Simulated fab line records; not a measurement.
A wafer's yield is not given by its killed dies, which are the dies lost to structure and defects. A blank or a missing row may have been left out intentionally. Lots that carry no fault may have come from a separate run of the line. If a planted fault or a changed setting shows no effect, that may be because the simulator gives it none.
Comparing a struck lot with a sound one ; flow n5_finfet ; 14 steps out of a route of 1938
Sound: wafers L989.3, L989.4, L989.6. Struck: wafers L994.2, L994.4. (L994.6 of the same lot was not struck and is left out.) The cause comes at the end.
For every step that has rows: the tool of each side, followed by ch and its chambers, followed by its first start. Under that, the readings that differ: sound wafers ; struck wafers ; difference of the means ; sigmas: that difference in standard deviations of wafers without a fault.
alike: words and numbers the same on both sides, and readings whose means are apart by under 2 such deviations; not compared: readings that were withheld, readings missing a value for some wafer, numbers with overlapping values and no deviation given by the record, and bounds like >300 which may hide the same value.
The two part at a step that has a row with sigmas, a row that says differs or no value, or rows on one side only. Numbers that have no deviation but don't overlap get no sigmas and don't part them. A reading that every wafer of one side lacks parts them only if that side has two wafers or more.

N5_BEOL_M10_CURE_72: cures SiCOH lowk, time 120 s.
  sound on uv_cure-03 ch 2, day 10 20:36; struck on uv_cure-03 ch 2, day 12 11:55
  alike: lamp_power_pct, wafer_temp_C_max
N5_BEOL_M10_DEGAS_44: time 60 s.
  sound: pvd_sputter-03 at day 10 21:06; struck: pvd_sputter-03 at day 12 12:23
  alike: heater_power_w
N5_BEOL_M10_PRE_CLEAN_45: time 30 s.
  sound: pvd_sputter-03 at day 10 21:08; struck: pvd_sputter-03 at day 12 12:25
  alike: heater_power_w
then, 5 steps without rows for these wafers: N5_BEOL_M10_ALD_74 (deposits TaN, target thk 2 nm, pulse time 2 s, purge time 3 s); N5_BEOL_M10_SURFACE_TREAT_76; N5_BEOL_M10_CVD_75 (deposits Co from CCTBA/H2, target thk 2 nm, time 138.9 s); N5_BEOL_M10_SPUTTER_48 (material Cu, target thk 12 nm, time 2 s); N5_BEOL_M10_ECD_50 (material Cu, target thk 318 nm).
N5_BEOL_M10_ANNEAL_51: time 90 s.
  sound on rtp_anneal-02 ch 0, day 10 22:44; struck on rtp_anneal-02 ch 0, day 12 13:50
  alike: wafer_temp_C_max
N5_BEOL_M10_CMP_52: polishes, stops on SiCOH lowk, t overpolish 7 s, target thk 140 nm.
  sound on cmp-03 ch 0,3, day 10 22:57; struck on cmp-01 ch 0,3, day 12 14:08
  alike: barrier_field_endpoint_s, clearing_platen_down_force_psi, motor_current_A, overpolish_run_s, time_to_endpoint_s
N5_BEOL_M10_THK_MEAS_53: measures by xrf.
  sound: film_metro-02 at day 10 23:14; struck: film_metro-01 at day 12 14:23
  alike: M10_THK
then, 1 step without rows for these wafers: N5_BEOL_M10_PRE_CLEAN_55 (time 15 s).
N5_BEOL_M10_DEP_56: deposits SiCN from 3MS/NH3, target thk 15 nm, time 26.5 s.
  sound on pecvd-04 ch 0,1,2, day 10 23:19; struck on pecvd-04 ch 1,2, day 12 14:27
reading;sound;struck;difference;sigmas
model.SiCN_of_BEOL_M10_DEP_56.thk_nm (nm);15 15.4 15;13.8 14;-1.2;
  alike: showerhead_plenum_p_Torr, throttle_valve_pct
N5_BEOL_M10_RS_MEAS_57: uses a four-point probe to measure.
  sound: film_metro-01 at day 10 23:23; struck: film_metro-02 at day 12 14:31
  alike: M10_RS

WHERE THEY PART
Nowhere in this record.

WHY: the cause the simulator had injected
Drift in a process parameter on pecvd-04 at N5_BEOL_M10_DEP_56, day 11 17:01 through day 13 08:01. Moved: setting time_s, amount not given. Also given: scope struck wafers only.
